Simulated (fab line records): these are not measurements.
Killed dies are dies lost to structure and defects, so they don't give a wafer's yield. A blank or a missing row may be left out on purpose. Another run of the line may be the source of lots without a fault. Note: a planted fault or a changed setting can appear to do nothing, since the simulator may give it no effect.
Commonality check across tools / flow n5-finfet / 11 lots and 31 wafers in the sample

## WHAT PROMPTED THE OPENING
At N5_BEOL_M8_INSPECT_58 the reading raw-defect-count is flagged on 2 of 11 lots. Wafers without a fault read 73, standard deviation 22.
Rule: a lot gets a flag if all its wafers with a number sit over 4 standard deviations from that mean, or if no wafer of it has a number. The rest of the lots are taken to be sound.

lot=L290; measured=day 9 20:42; on=defect-inspect-01; raw-defect-count, wafer by wafer=59 60; flag=
lot=L294; measured=day 10 22:47; on=defect-inspect-02; raw-defect-count, wafer by wafer=115 78 62; flag=
lot=L293; measured=day 10 23:43; on=defect-inspect-02; raw-defect-count, wafer by wafer=53 88 64; flag=
lot=L301; measured=day 12 15:25; on=defect-inspect-01; raw-defect-count, wafer by wafer=44 74 86; flag=
lot=L300; measured=day 12 18:55; on=defect-inspect-02; raw-defect-count, wafer by wafer=84 35 42; flag=
lot=L302; measured=day 13 02:11; on=defect-inspect-01; raw-defect-count, wafer by wafer=88 94 109; flag=
lot=L303; measured=day 13 13:31; on=defect-inspect-01; raw-defect-count, wafer by wafer=78 68; flag=
lot=L304; measured=day 13 21:36; on=defect-inspect-01; raw-defect-count, wafer by wafer=82 57 61; flag=
lot=L307; measured=day 14 20:41; on=defect-inspect-01; raw-defect-count, wafer by wafer=75 47 94; flag=
lot=L311; measured=day 15 17:46; on=defect-inspect-01; raw-defect-count, wafer by wafer=980 1017 934; flag=FLAGGED
lot=L312; measured=day 15 19:35; on=defect-inspect-02; raw-defect-count, wafer by wafer=966 982 1012; flag=FLAGGED
On average the flagged lots' numbers are 982, which is +909 against the usual, or +41 standard deviations.

## TOOL THAT RAN EACH LOT
The record holds 1 process step before the reading, out of a route of 1938 steps. Each cell gives the tool, then ch followed by the chambers the sampled wafers passed through, then the start.
lot=L290; flag=; N5_BEOL_M8_PRE_CLEAN_55=pecvd-01 ch 2, day 9 20:35
lot=L294; flag=; N5_BEOL_M8_PRE_CLEAN_55=pecvd-02 ch 0,1,2, day 10 22:40
lot=L293; flag=; N5_BEOL_M8_PRE_CLEAN_55=pecvd-01 ch 0,1,2, day 10 23:35
lot=L301; flag=; N5_BEOL_M8_PRE_CLEAN_55=pecvd-02 ch 0,1,2, day 12 15:17
lot=L300; flag=; N5_BEOL_M8_PRE_CLEAN_55=pecvd-02 ch 0,1,2, day 12 18:47
lot=L302; flag=; N5_BEOL_M8_PRE_CLEAN_55=pecvd-03 ch 0,1,2, day 13 02:04
lot=L303; flag=; N5_BEOL_M8_PRE_CLEAN_55=pecvd-03 ch 1,2, day 13 13:23
lot=L304; flag=; N5_BEOL_M8_PRE_CLEAN_55=pecvd-02 ch 0,1,2, day 13 21:29
lot=L307; flag=; N5_BEOL_M8_PRE_CLEAN_55=pecvd-01 ch 0,1,2, day 14 20:35
lot=L311; flag=FLAGGED; N5_BEOL_M8_PRE_CLEAN_55=pecvd-02 ch 0,1,2, day 15 17:38
lot=L312; flag=FLAGGED; N5_BEOL_M8_PRE_CLEAN_55=pecvd-02 ch 0,2, day 15 19:28
What is done by these steps:
- N5_BEOL_M8_PRE_CLEAN_55: time 15 s.
- N5_BEOL_M8_INSPECT_58: inspects for defects (darkfield).

## FLAGGED OVER TOTAL, TOOL BY TOOL (the gauges that took the reading come last)
step=N5_BEOL_M8_PRE_CLEAN_55; tool=pecvd-01; lots run=3; flagged=0; share of the flagged lots=none; sound lots run after its first flagged lot=-
step=N5_BEOL_M8_PRE_CLEAN_55; tool=pecvd-02; lots run=6; flagged=2; share of the flagged lots=all; sound lots run after its first flagged lot=0
step=N5_BEOL_M8_PRE_CLEAN_55; tool=pecvd-03; lots run=2; flagged=0; share of the flagged lots=none; sound lots run after its first flagged lot=-
step=N5_BEOL_M8_INSPECT_58; tool=defect-inspect-01; lots run=7; flagged=1; share of the flagged lots=some; sound lots run after its first flagged lot=0
step=N5_BEOL_M8_INSPECT_58; tool=defect-inspect-02; lots run=4; flagged=1; share of the flagged lots=some; sound lots run after its first flagged lot=0

## WHAT THE TABLE PERMITS
1 row of the table ran every flagged lot: pecvd-02 at N5_BEOL_M8_PRE_CLEAN_55.
- pecvd-02 at N5_BEOL_M8_PRE_CLEAN_55: 2 of its 6 lots flagged. Last sound lot L304 at day 13 21:29, first flagged lot L311 at day 15 17:38; a fault beginning in between fits.
Left over: one tool, pecvd-02 at N5_BEOL_M8_PRE_CLEAN_55.

## WHAT THE SIMULATOR HAD PUT IN
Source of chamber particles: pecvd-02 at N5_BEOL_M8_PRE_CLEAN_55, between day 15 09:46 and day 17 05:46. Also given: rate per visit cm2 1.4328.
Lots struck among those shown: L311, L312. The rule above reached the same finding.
